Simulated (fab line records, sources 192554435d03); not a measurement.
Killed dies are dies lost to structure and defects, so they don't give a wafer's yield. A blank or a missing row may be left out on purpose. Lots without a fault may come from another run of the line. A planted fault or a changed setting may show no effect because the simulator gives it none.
fab line records | flow n5_finfet
record lots=4 wafers=12 last_day=18
route steps=1938 shown BEOL_M4@1099 BEOL_M5@1112 BEOL_M8@1389 PASSIVATION@1936
lots that met no fault: from a run of the same line without faults
start_h: hours from the record's first day to the start of the lot's first wafer shown | wait_h: hours since the lot's step before | " the same as in the row above | L1.1+2: a row that stands for several wafers | - no value, or no start given | * or withheld: withheld | < > ~ a bound
route shown NAME@n: a module of which the file shows steps, and the number in the route of the first | usual: mean/standard deviation of fault-free wafers | same: alike in all rows | chamber/n: place in a boat | sites: the reading at each site | _std_site: their standard deviation | _edge_site: outer sites' mean less inner sites' | radius_mm: how far each site lies from the wafer's centre | mask NAME#n: copy n | behind: the tool/chamber that last shaped the wafer | hold: why the lot was held/for how many hours/how that ended | device: the transistor (n, p or np) that didn't switch | end of line: the same wafers' tests at the end of the route | a step without rows: its recipe alone | killed: dies lost to structure and defects at the first sort, not the wafer's yield | map: a wafer's dies, x killed, . not, _ none there
set.NAME: the setting as run; set.NAME@STEP: as run at that earlier step | model.NAME: the simulator's own value behind a step, which no gauge read
lots at some steps of the route; a table a step, a row a wafer
services: from which hour (start_h, from the record's first day; less than 0 if before it) a tool's chamber was out of use, for how many hours, and why
## steps
# step N5_BEOL_M4_ANNEAL_95
# recipe temp_c=400 time_s=240 ambient=vacuum
# step N5_BEOL_M4_SPUTTER_96
# recipe material=Cu target_thk_a=45 temp_c=-20 chamber_pressure_pa=0.07 power_w=withheld time_s=8.29
# step N5_BEOL_M4_ECD_50
# recipe material=Cu target_thk_a=3000
# step N5_BEOL_M4_ANNEAL_51
# recipe temp_c=225 time_s=90 ambient=N2
# step N5_BEOL_M4_CMP_52
# recipe stop_on=SiOC t_overpolish_s=6.8 down_force_psi=1 platen_rpm=50 clearing_platen_down_force_psi=1.5 clearing_platen_rpm=50 post_cmp_clean=cu_alkaline target_thk_nm=40 clearing_platen_pad_velocity_m_s=0.99484 pad_velocity_m_s=0.99484
# step N5_BEOL_M4_PRE_CLEAN_60
# recipe gas=NH3/H2 time_s=15 temp_c=* rf_power_w=300
# step N5_BEOL_M4_CO_CAP_55
# recipe material=Co target_thk_a=20 temp_c=200 precursor=CCTBA/H2 pressure_torr=30 time_s=102.1
# step N5_BEOL_M4_PRE_CLEAN_56
# recipe gas=NH3 time_s=15 temp_c=withheld rf_power_w=300
# step N5_BEOL_M4_DEP_57
# recipe material=SiCN target_thk_a=80 temp_c=withheld precursor=3MS/NH3 pressure_torr=3 rf_w=202 time_s=14
# step N5_BEOL_M4_RC_MEAS_101
# usual DIBL_N=36.1/1.6 DIBL_P=35.8/2.1 IOFF_N=0.16/0.031 IOFF_P=0.21/0.034 ION_N=673/12 ION_P=461/7.2 SS_N=71.4/0.59 SS_P=73.3/0.63 VT_N=250/3.1 VT_P=-250/3.3
# columns lot.wafer tool chamber start_h wait_h DIBL_N[mV/V] DIBL_P[mV/V] IOFF_N[nA/um] IOFF_P[nA/um] ION_N[uA/um] ION_P[uA/um] SS_N[mV/dec] SS_P[mV/dec] VT_N[mV] VT_P[mV]
L651.2 prober-01 0 235.11 0.2 35.3 36.0 0.15 0.18 667 459 70.9 73.3 252 -253
L651.3 " 0 " " 33.1 32.4 0.11 0.14 661 449 70.6 72.2 254 -256
L651.4 " 0 " " 36.2 36.8 0.15 0.19 670 457 70.8 72.1 251 -255
L652.1 prober-01 0 246.05 0.0 35.5 36.0 0.16 0.21 678 464 71.0 72.8 249 -250
L652.5 " 0 " " 35.3 35.9 0.16 0.21 677 470 70.7 73.3 248 -251
L652.6 " 0 " " 33.9 34.3 0.13 0.19 677 466 70.7 73.5 251 -250
L664.1 prober-02 0 310.03 0.0 31.9 32.8 0.13 0.16 671 454 70.8 72.9 252 -254
L664.2 " 0 " " 35.8 37.0 0.17 0.21 682 467 71.5 73.8 249 -247
L664.4 " 0 " " 36.3 36.9 0.19 0.21 677 462 72.1 74.2 245 -249
L658.1 prober-01 0 320.15 0.0 36.2 34.5 0.17 0.21 671 457 71.5 72.3 251 -249
L658.2 " 0 " " 38.4 36.9 0.22 0.25 692 467 71.8 73.6 246 -244
L658.6 " 0 " " 38.3 37.0 0.23 0.25 682 466 71.6 73.6 247 -245
# step N5_BEOL_M5_ILD_DEP_00
# recipe material=SiCOH_lowk target_thk_a=1406.4 temp_c=300 precursor=DEMS/porogen pressure_torr=5 rf_w=500 time_s=25.9
# step N5_BEOL_M5_CURE_79
# recipe temp_c=385 time_s=240 ambient=He/Ar material=SiCOH_lowk
# step N5_BEOL_M5_PECVD_70
# recipe material=SiO2 target_thk_a=160 temp_c=400 precursor=TEOS/O2 pressure_torr=5.5 rf_w=450 teos_flow_sccm=53.8 gas=O2 flow_sccm=3000 time_s=18
# step N5_BEOL_M5_HM_DEP_02
# recipe material=TiN target_thk_a=200 temp_c=25 chamber_pressure_pa=0.49996
# step N5_BEOL_M5_COAT_59
# recipe resist=SOC temp_c=250 time_s=60 spin_rpm=1500 resist_thk_nm=60
# step N5_BEOL_M5_COAT_60
# recipe resist=SiARC temp_c=220 time_s=60 spin_rpm=1500 resist_thk_nm=12
# step N5_BEOL_M5_COAT_71
# recipe resist=underlayer temp_c=205 time_s=60 spin_rpm=1500 resist_thk_nm=5
# step N5_BEOL_M5_COAT_05
# recipe resist=CAR-EUV spin_rpm=1500 resist_thk_nm=30
# step N5_BEOL_M5_EBR_07
# recipe solvent=PGMEA ebr_width_mm=1.5
# step N5_BEOL_M5_SOFTBAKE_06
# recipe temp_c=110 time_s=60 resist=CAR-EUV
# step N5_BEOL_M5_EXPOSE_08
# recipe mask_id=M5 na=0.33 source_shape=annular sigma_inner=0.4 sigma_outer=0.8 polarization=unpolarized target_cd_nm=28 dose_mj=35.75
# step N5_BEOL_M5_PEB_09
# recipe peb_temp_c=100 peb_time_s=60 resist=CAR-EUV
# step N5_BEOL_M5_DEVELOP_10
# recipe develop_time_s=30 developer=TMAH resist=CAR-EUV rinse_liquid=surfactant_rinse dry=air_spin dev_temp_c=23
# step N5_BEOL_M5_DESCUM_16
# recipe chemistry=O2 time_s=7 source_power_w=50 bias_power_w=20 pressure_mtorr=20 rf_frequency_hz=2.712e+07 temp_c=40 resist=CAR-EUV o2_flow_sccm=225
# step N5_BEOL_M5_ETCH_72
# recipe chemistry=N2/H2 target=underlayer target_depth_a=65 mask_material=CAR-EUV time_s=5.2 ion_energy_ev=200 pressure_mtorr=30 source_w=840 bias_w=150 n2_flow_sccm=200 h2_flow_sccm=200 ends=cleared
# step N5_BEOL_M5_ETCH_61
# recipe chemistry=CF4 target=SiARC target_depth_a=156 mask_material=CAR-EUV time_s=26 ion_energy_ev=80 pressure_mtorr=40 source_w=545 bias_w=36 Ar_flow_sccm=100 cf4_flow_sccm=100 ends=cleared
# step N5_BEOL_M5_ETCH_62
# recipe chemistry=N2/H2 target=SOC target_depth_a=750 overetch_a=150 mask_material=SiARC temp_c=40 time_s=112.5 ion_energy_ev=200 pressure_mtorr=30 source_w=840 bias_w=150 n2_flow_sccm=200 h2_flow_sccm=200
# step N5_BEOL_M5_STRIP_63
# recipe chemistry=N2/H2 temp_c=40 n2_flow_sccm=200 h2_flow_sccm=200 rf_frequency_hz=6e+07
# step N5_BEOL_M5_STRIP_73
# recipe chemistry=N2/H2 temp_c=40 n2_flow_sccm=200 h2_flow_sccm=200 rf_frequency_hz=6e+07
# step N5_BEOL_M5_STRIP_64
# recipe chemistry=CF4 resist=SiARC power_w=300 bias_power_w=75 pressure_mtorr=50 cf4_flow_sccm=150 rf_frequency_hz=6e+07
# step N5_BEOL_M5_HM_OPEN_17
# recipe chemistry=Cl2/BCl3 target_depth_a=200 overetch_a=60 target=TiN mask_material=SOC ion_energy_ev=150 pressure_mtorr=10 icp_w=1000 bias_w=126 Cl2_flow_sccm=53.25 bcl3_flow_sccm=21.75 Ar_flow_sccm=25
# step N5_BEOL_M5_STRIP_19
# recipe chemistry=O2 power_w=400 temp_c=40 pressure_mtorr=30 rf_frequency_hz=6e+07 bias_power_w=0 overash_fraction=0.2 o2_flow_sccm=225
# step N5_BEOL_M5_COAT_65
# recipe resist=SOC temp_c=250 time_s=60 spin_rpm=1500 resist_thk_nm=60
# step N5_BEOL_M5_COAT_66
# recipe resist=SiARC temp_c=220 time_s=60 spin_rpm=1500 resist_thk_nm=12
# step N5_BEOL_M8_ALD_77
# recipe material=TaN target_thk_a=20 temp_c=275 ald_precursor_family=PDMAT ald_co_reactant=NH3 pressure_torr=3 carrier_flow_sccm=1500 pulse_time_s=2 purge_time_s=3 co_reactant_purge_time_s=2 co_reactant_pulse_time_s=3 ald_cycles=40 precursor_vessel_temp_c=75 precursor_vessel_pressure_torr=26.25 precursor_vessel_carrier_sccm=1000
# usual ald_cycles=40/0 chamber_pressure_Torr=3.000/0.0059 heater_power_w=453/54 precursor_vessel_temp_c=75.01/0.12 susceptor_temp_C=274.99/0.19
# columns lot.wafer tool chamber start_h wait_h ald_cycles chamber_pressure_Torr heater_power_w precursor_vessel_temp_c susceptor_temp_C
L651.2 ald_metal-04 1 269.94 0.1 - - - - -
L651.3 " 3 " " - - - - -
L651.4 " 2 " " - - - - -
L652.1 ald_metal-01 3 283.56 0.0 - - - - -
L652.5 " 2 " " - - - - -
L652.6 " 1 " " - - - - -
L664.1 ald_metal-04 0 345.83 0.1 40 3.004 362 75.02 274.93
L664.2 " 1 " " 40 2.993 509 74.96 274.63
L664.4 " 3 " " 40 3.004 458 75.07 274.86
L658.1 ald_metal-02 1 359.27 0.0 40 3.000 513 75.03 274.78
L658.2 " 2 " " 40 3.005 488 75.05 274.80
L658.6 " 0 " " 40 2.993 380 75.12 274.77
# step N5_PASSIVATION_PROBE_49
# usual defect_limited_yield=91.0/1.5 killed_at_M0_to_M3=35/11 killed_at_M4_up=13/6 killed_at_contacts=14/6.5 killed_at_front_end=40/12 killed_at_other=4/3.4 killed_dies=106/18 killed_on_rim=14/4.7 killed_open=68/14 killed_short=35/7.7 sort_bin_4_leakage=0/0 sort_bin_5_function=5.2/0.98 sort_bin_6_memory=3.4/0.72 sort_n_pass=1074/18 sort_yield_pct=91.0/1.5
# same gross_dies=1180 killed_at_back_side=0 sort_bin_8_speed[%]=0
# columns lot.wafer tool chamber start_h wait_h defect_limited_yield[%] killed_at_M0_to_M3 killed_at_M4_up killed_at_contacts killed_at_front_end killed_at_other killed_dies killed_on_rim killed_open killed_short sort_bin_4_leakage[%] sort_bin_5_function[%] sort_bin_6_memory[%] sort_n_pass sort_yield_pct[%]
L651.2 prober-02 - 337.79 0.1 0 28 1092 11 44 5 1180 152 74 32 90.85 4.8 4.2 0 0
L651.3 prober-02 - 337.84 0.1 0 17 1124 8 31 0 1180 152 43 23 94.24 3.2 2.5 0 0
L651.4 prober-02 - 337.89 0.2 0 32 1091 9 44 4 1180 152 65 44 90.76 6.0 2.9 0 0
L652.1 prober-02 - 352.03 0.0 0 13 1124 12 29 2 1180 152 39 32 93.90 3.3 2.5 0 0
L652.5 prober-02 - 352.23 0.2 0 31 1114 1 32 2 1180 152 53 25 93.31 4.8 1.7 0 0
L652.6 prober-02 - 352.28 0.3 0 31 1104 13 25 7 1180 152 63 22 92.71 4.1 3.1 0 0
L664.1 prober-01 - 407.77 0.3 90.7 46 3 9 50 2 110 18 66 41 0 4.8 4.1 1070 90.7
L664.2 prober-01 - 407.82 0.4 91.7 40 8 24 25 1 98 7 64 34 0 4.7 3.4 1082 91.7
L664.4 prober-01 - 407.92 0.5 91.7 36 16 14 28 4 98 10 68 25 0 5.4 2.9 1082 91.7
L658.1 prober-02 - 425.38 0.0 89.1 33 28 28 40 0 129 16 101 28 0 6.2 4.7 1051 89.1
L658.2 prober-02 - 425.43 0.1 89.7 57 15 9 41 0 122 20 76 45 0 6.2 3.7 1058 89.7
L658.6 prober-02 - 425.63 0.3 90.3 35 25 6 49 0 115 16 77 37 0 5.8 3.6 1065 90.3
# killed by level:class
L651.2 BEOL_M8:area_ald=1069 DUMMY_GATE:geometric_particle:open=11 MOL_CONTACT_COAG:geometric_particle:open=9 FIN_SAQP:geometric_particle:open=8 FIN_SAQP:geometric_particle:short=8 BEOL_M0_SAQP:geometric_particle:short=7 BEOL_M1:geometric_particle:open=7 STI_FIN_REVEAL:geometric_particle:open=6
L651.3 BEOL_M8:area_ald=1110 BEOL_M1:geometric_particle:open=10 MOL_CONTACT_COAG:geometric_particle:open=6 STI_FIN_REVEAL:geometric_particle:open=5 DUMMY_GATE:geometric_particle:open=5 FIN_SAQP:geometric_particle:open=4 FIN_SAQP:geometric_particle:short=4 BEOL_M4:geometric_particle:short=4
L651.4 BEOL_M8:area_ald=1068 BEOL_M4:geometric_particle:short=12 FIN_SAQP:geometric_particle:short=10 FIN_SAQP:geometric_particle:open=9 BEOL_M0_SAQP:geometric_particle:open=9 STI_FIN_REVEAL:geometric_particle:open=8 MOL_CONTACT_COAG:geometric_particle:open=8 BEOL_M1:geometric_particle:open=8
L652.1 BEOL_M8:area_ald=1104 MOL_CONTACT_COAG:geometric_particle:open=7 ILD0:geometric_particle:short=5 BEOL_M4:geometric_particle:open=5 FIN_SAQP:geometric_particle:short=4 ILD0:geometric_particle:open=4 GATE_CUT:geometric_particle:short=4 MOL_CONTACT_COAG:geometric_particle:short=4
L652.5 BEOL_M8:area_ald=1099 BEOL_M3:geometric_particle:open=9 BEOL_M1:geometric_particle:open=6 FIN_SAQP:geometric_particle:open=4 FIN_SAQP:geometric_particle:short=4 STI_FIN_REVEAL:geometric_particle:open=4 ILD0:geometric_particle:open=4 ILD0:geometric_particle:short=4
L652.6 BEOL_M8:area_ald=1088 MOL_CONTACT_COAG:geometric_particle:open=11 BEOL_M0_SAQP:geometric_particle:open=7 BEOL_M1:geometric_particle:open=6 M8:area_ald=6 BEOL_M3:geometric_particle:open=5 GATE_CUT:geometric_particle:open=4 BEOL_M2:geometric_particle:open=4
L664.1 FIN_SAQP:geometric_particle:open=19 BEOL_M0_SAQP:geometric_particle:short=18 MOL_CONTACT_COAG:geometric_particle:open=9 STI_FIN_REVEAL:geometric_particle:open=8 BEOL_M0_SAQP:geometric_particle:open=8 BEOL_M2:geometric_particle:open=7 FIN_SAQP:geometric_particle:short=6 BEOL_M1:geometric_particle:open=6
L664.2 MOL_CONTACT_COAG:geometric_particle:open=19 BEOL_M2:geometric_particle:open=13 BEOL_M0_SAQP:geometric_particle:short=10 BEOL_M0_SAQP:geometric_particle:open=6 FIN_SAQP:geometric_particle:open=5 FIN_SAQP:geometric_particle:short=5 STI_FIN_REVEAL:geometric_particle:open=5 MOL_CONTACT_COAG:geometric_particle:short=5
L664.4 BEOL_M0_SAQP:geometric_particle:open=12 MOL_CONTACT_COAG:geometric_particle:open=9 FIN_SAQP:geometric_particle:open=8 BEOL_M4:geometric_particle:open=7 STI_FIN_REVEAL:geometric_particle:open=6 BEOL_M3:geometric_particle:open=6 BEOL_M1:geometric_particle:open=5 BEOL_M2:geometric_particle:open=5
L658.1 MOL_CONTACT_COAG:geometric_particle:open=24 BEOL_M4:geometric_particle:open=22 FIN_SAQP:geometric_particle:short=12 BEOL_M3:geometric_particle:open=9 BEOL_M2:geometric_particle:open=8 STI_FIN_REVEAL:geometric_particle:open=7 DUMMY_GATE:geometric_particle:open=5 FIN_SAQP:geometric_particle:open=4
L658.2 BEOL_M0_SAQP:geometric_particle:open=15 BEOL_M0_SAQP:geometric_particle:short=14 BEOL_M3:geometric_particle:open=13 FIN_SAQP:geometric_particle:open=10 FIN_SAQP:geometric_particle:short=10 BEOL_M4:geometric_particle:open=9 MOL_CONTACT_COAG:geometric_particle:open=6 BEOL_M3:geometric_particle:short=5
L658.6 FIN_SAQP:geometric_particle:open=13 FIN_SAQP:geometric_particle:short=12 BEOL_M4:geometric_particle:open=12 BEOL_M3:geometric_particle:open=9 STI_FIN_REVEAL:geometric_particle:open=8 BEOL_M1:geometric_particle:open=7 MOL_CONTACT_COAG:geometric_particle:open=6 BEOL_M4:geometric_particle:short=6
# map L651.2 (x killed, . not)
_________________xxxxxxxxxxxx________________
______________xxxxxxxxxxxxxxxxxx_____________
___________xxxxxxxxxxxxxxxxxxxxxxxx__________
__________xxxxxxxxxxxxxxxxxxxxxxxxxx_________
________xxxxxxxxxxxxxxxxxxxxxxxxxxxxxx_______
_______xxxxxxxxxxxxxxxxxxxxxxxxxxxxxxxx______
______xxxxxxxxxxxxxxxxxxxxxxxxxxxxxxxxxx_____
_____xxxxxxxxxxxxxxxxxxxxxxxxxxxxxxxxxxxx____
____xxxxxxxxxxxxxxxxxxxxxxxxxxxxxxxxxxxxxx___
___xxxxxxxxxxxxxxxxxxxxxxxxxxxxxxxxxxxxxxxx__
___xxxxxxxxxxxxxxxxxxxxxxxxxxxxxxxxxxxxxxxx__
__xxxxxxxxxxxxxxxxxxxxxxxxxxxxxxxxxxxxxxxxxx_
__xxxxxxxxxxxxxxxxxxxxxxxxxxxxxxxxxxxxxxxxxx_
_xxxxxxxxxxxxxxxxxxxxxxxxxxxxxxxxxxxxxxxxxxxx
_xxxxxxxxxxxxxxxxxxxxxxxxxxxxxxxxxxxxxxxxxxxx
_xxxxxxxxxxxxxxxxxxxxxxxxxxxxxxxxxxxxxxxxxxxx
_xxxxxxxxxxxxxxxxxxxxxxxxxxxxxxxxxxxxxxxxxxxx
_xxxxxxxxxxxxxxxxxxxxxxxxxxxxxxxxxxxxxxxxxxxx
_xxxxxxxxxxxxxxxxxxxxxxxxxxxxxxxxxxxxxxxxxxxx
_xxxxxxxxxxxxxxxxxxxxxxxxxxxxxxxxxxxxxxxxxxxx
_xxxxxxxxxxxxxxxxxxxxxxxxxxxxxxxxxxxxxxxxxxxx
__xxxxxxxxxxxxxxxxxxxxxxxxxxxxxxxxxxxxxxxxxx_
__xxxxxxxxxxxxxxxxxxxxxxxxxxxxxxxxxxxxxxxxxx_
___xxxxxxxxxxxxxxxxxxxxxxxxxxxxxxxxxxxxxxxx__
___xxxxxxxxxxxxxxxxxxxxxxxxxxxxxxxxxxxxxxxx__
____xxxxxxxxxxxxxxxxxxxxxxxxxxxxxxxxxxxxxx___
_____xxxxxxxxxxxxxxxxxxxxxxxxxxxxxxxxxxxx____
______xxxxxxxxxxxxxxxxxxxxxxxxxxxxxxxxxx_____
_______xxxxxxxxxxxxxxxxxxxxxxxxxxxxxxxx______
________xxxxxxxxxxxxxxxxxxxxxxxxxxxxxx_______
__________xxxxxxxxxxxxxxxxxxxxxxxxxx_________
___________xxxxxxxxxxxxxxxxxxxxxxxx__________
______________xxxxxxxxxxxxxxxxxx_____________
_________________xxxxxxxxxxxx________________
# map L652.1 (x killed, . not)
_________________xxxxxxxxxxxx________________
______________xxxxxxxxxxxxxxxxxx_____________
___________xxxxxxxxxxxxxxxxxxxxxxxx__________
__________xxxxxxxxxxxxxxxxxxxxxxxxxx_________
________xxxxxxxxxxxxxxxxxxxxxxxxxxxxxx_______
_______xxxxxxxxxxxxxxxxxxxxxxxxxxxxxxxx______
______xxxxxxxxxxxxxxxxxxxxxxxxxxxxxxxxxx_____
_____xxxxxxxxxxxxxxxxxxxxxxxxxxxxxxxxxxxx____
____xxxxxxxxxxxxxxxxxxxxxxxxxxxxxxxxxxxxxx___
___xxxxxxxxxxxxxxxxxxxxxxxxxxxxxxxxxxxxxxxx__
___xxxxxxxxxxxxxxxxxxxxxxxxxxxxxxxxxxxxxxxx__
__xxxxxxxxxxxxxxxxxxxxxxxxxxxxxxxxxxxxxxxxxx_
__xxxxxxxxxxxxxxxxxxxxxxxxxxxxxxxxxxxxxxxxxx_
_xxxxxxxxxxxxxxxxxxxxxxxxxxxxxxxxxxxxxxxxxxxx
_xxxxxxxxxxxxxxxxxxxxxxxxxxxxxxxxxxxxxxxxxxxx
_xxxxxxxxxxxxxxxxxxxxxxxxxxxxxxxxxxxxxxxxxxxx
_xxxxxxxxxxxxxxxxxxxxxxxxxxxxxxxxxxxxxxxxxxxx
_xxxxxxxxxxxxxxxxxxxxxxxxxxxxxxxxxxxxxxxxxxxx
_xxxxxxxxxxxxxxxxxxxxxxxxxxxxxxxxxxxxxxxxxxxx
_xxxxxxxxxxxxxxxxxxxxxxxxxxxxxxxxxxxxxxxxxxxx
_xxxxxxxxxxxxxxxxxxxxxxxxxxxxxxxxxxxxxxxxxxxx
__xxxxxxxxxxxxxxxxxxxxxxxxxxxxxxxxxxxxxxxxxx_
__xxxxxxxxxxxxxxxxxxxxxxxxxxxxxxxxxxxxxxxxxx_
___xxxxxxxxxxxxxxxxxxxxxxxxxxxxxxxxxxxxxxxx__
___xxxxxxxxxxxxxxxxxxxxxxxxxxxxxxxxxxxxxxxx__
____xxxxxxxxxxxxxxxxxxxxxxxxxxxxxxxxxxxxxx___
_____xxxxxxxxxxxxxxxxxxxxxxxxxxxxxxxxxxxx____
______xxxxxxxxxxxxxxxxxxxxxxxxxxxxxxxxxx_____
_______xxxxxxxxxxxxxxxxxxxxxxxxxxxxxxxx______
________xxxxxxxxxxxxxxxxxxxxxxxxxxxxxx_______
__________xxxxxxxxxxxxxxxxxxxxxxxxxx_________
___________xxxxxxxxxxxxxxxxxxxxxxxx__________
______________xxxxxxxxxxxxxxxxxx_____________
_________________xxxxxxxxxxxx________________
## services
# columns tool chamber start_h hours kind
ald_metal-02 1 288.42 30.4 repair
ald_metal-01 1 296.00 6.9 repair
ald_metal-01 - 307.34 1.3 repair
ald_metal-01 - 337.25 14.0 pm
ald_metal-01 0 337.25 14.0 vent_cycle
ald_metal-01 1 337.25 14.0 vent_cycle
ald_metal-01 2 337.25 14.0 vent_cycle
ald_metal-01 3 337.25 14.0 vent_cycle
ald_metal-02 0 351.13 3.6 repair
ald_metal-01 0 351.25 - clean
ald_metal-01 1 351.25 - clean
ald_metal-01 2 351.25 - clean
ald_metal-01 3 351.25 - clean
## key
first_sign step=N5_BEOL_M8_ALD_77 reading=tool_record direction=missing
effect step=N5_PASSIVATION_PROBE_49 reading=sort_bin_4_leakage direction=up sigmas=99+ usual=0 struck=92.63
more_kills_born_at N5_BEOL_M8_ALD_77@ald_metal-01=3303 N5_BEOL_M8_ALD_77@ald_metal-04=3255
met_at N5_BEOL_M8_ALD_77
struck_wafers L651.2,L651.3,L651.4,L652.1,L652.5,L652.6
later_rows_left_out L651.2,L651.3,L651.4,L652.1,L652.5,L652.6
fault kind=skipped_step_whole tool=ald_metal-01,ald_metal-04 chamber=- onset_h=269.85 steps=N5_BEOL_M8_ALD_77 scope=struck_lots_only
# later_rows_left_out: the simulator's readings of these wafers behind a module that went badly wrong aren't trusted and aren't shown, but for the sort
